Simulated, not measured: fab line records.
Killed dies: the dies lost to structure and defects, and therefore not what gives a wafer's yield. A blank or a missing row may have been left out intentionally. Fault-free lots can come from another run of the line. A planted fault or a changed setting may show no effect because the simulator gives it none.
Matching of chambers + flow n5Finfet + rieDiel-03 running N5_BEOL_M8_ETCH_72: 4 sister chambers
The step etches underlayer in N2/H2, target depth 6.5 nm, time 5.2 s. 4 wafers are shown with their chamber, then 7 later ones without.

## WAFERS PAIRED WITH THEIR CHAMBERS
| wafer  | chamber | showerheadPlenumPTorr (Torr) |
|--------|---------|------------------------------|
| L086.4 | 2       | 2.66                         |
| L084.5 | 3       | 2.64                         |
| L093.3 | 1       | 2.71                         |
| L093.4 | 0       | 2.40                         |

## WAFERS WITH NO CHAMBER GIVEN
| wafer  | showerheadPlenumPTorr (Torr) |
|--------|------------------------------|
| L093.6 | 2.63                         |
| L094.3 | 2.40                         |
| L094.4 | 2.40                         |
| L094.5 | 2.63                         |
| L097.1 | 2.70                         |
| L097.3 | 2.40                         |
| L097.6 | 2.40                         |

## EACH ONE'S CHAMBER
| wafer  | from the rows above | in truth |
|--------|---------------------|----------|
| L093.6 | 3                   | 3        |
| L094.3 | 0                   | 0        |
| L094.4 | 0                   | 0        |
| L094.5 | 3                   | 3        |
| L097.1 | 1                   | 1        |
| L097.3 | 0                   | 0        |
| L097.6 | 0                   | 0        |
Placed correctly: 7 of 7. From these rows, 0 cannot be placed. 0 placed wrongly.
How it was worked out, from the rows above alone: a wafer's distance from a chamber is the root of the sum, over the readings, of the square of ((its reading less the chamber's mean) divided by the reading's scatter). The wafer belongs to the nearest chamber; if the next one is less than 2 further off, it can't be placed. The mean given for a chamber averages the wafers shown for that chamber. The scatter: root of mean squared gap, hidden wafer to nearest shown wafer, with one shown wafer a chamber.
